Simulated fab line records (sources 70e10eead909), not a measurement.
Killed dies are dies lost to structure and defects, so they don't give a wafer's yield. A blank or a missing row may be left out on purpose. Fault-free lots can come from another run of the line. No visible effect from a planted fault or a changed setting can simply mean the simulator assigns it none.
Commonality check across tools | flow nandHarc | 1 lot, 3 wafers sampled

== REASON FOR OPENING ==
At NHARC_END_SORT_01 the reading killedAtPeriphery is flagged on 1 of 1 lot. No-fault wafers: 4, standard deviation 3.2.
Rule: a lot is flagged in two cases, either no wafer of it has a number, or all its wafers with numbers fall more than 4 standard deviations from that mean. As for the other lots, they are considered sound.

lot  | measured     | on        | killedAtPeriphery, wafer by wafer | flag
L381 | day 27 17:02 | prober-02 | 612 595 602                       | FLAGGED
Averaged over the flagged lots the numbers come to 603, +599 from the usual (+99 or more standard deviations).

== EACH LOT AND THE TOOL IT RAN ON ==
The record holds 2 process steps before the reading, out of a route of 1302 steps. Every cell lists first the tool, next ch and the chambers used by the sampled wafers, and last the start.
lot  | flag    | NHARC_P_ZERO_WELL_EXPOSE_49     | NHARC_P_GATE_DESCUM_31
L381 | FLAGGED | krfScanner-03 ch 0, day 5 09:56 | no row
What is done by these steps:
- NHARC_P_ZERO_WELL_EXPOSE_49: exposes mask P HVPW, target cd 2000 nm.
- NHARC_P_GATE_DESCUM_31: chemistry O2, time 3 s.
- NHARC_END_SORT_01

== FLAGGED AGAINST TOTAL, ONE TOOL AT A TIME (gauges that did the reading follow at the end) ==
step                        | tool          | lots run | flagged | share of the flagged lots | sound lots run after its first flagged lot
NHARC_P_ZERO_WELL_EXPOSE_49 | krfScanner-03 | 1        | 1       | all                       | 0
NHARC_END_SORT_01           | prober-02     | 1        | 1       | all                       | 0

== THE TABLE: WHAT IT ALLOWS ==
Table rows that saw every flagged lot: 2, namely krfScanner-03 at NHARC_P_ZERO_WELL_EXPOSE_49 and prober-02 at NHARC_END_SORT_01.
- krfScanner-03 at NHARC_P_ZERO_WELL_EXPOSE_49: 1 of its 1 lot flagged. The start can't be narrowed down: in this sample, it ran no sound lot prior to its first flagged lot.
- prober-02 at NHARC_END_SORT_01: 1 of its 1 lot flagged. The start can't be narrowed down: in this sample, it ran no sound lot prior to its first flagged lot.
Counting lots can't tell these 2 tools apart, because each fits a fault that began at some hour. More lots, or a look at what each step does to the wafer, might.

== WHAT THE SIMULATOR PUT IN ==
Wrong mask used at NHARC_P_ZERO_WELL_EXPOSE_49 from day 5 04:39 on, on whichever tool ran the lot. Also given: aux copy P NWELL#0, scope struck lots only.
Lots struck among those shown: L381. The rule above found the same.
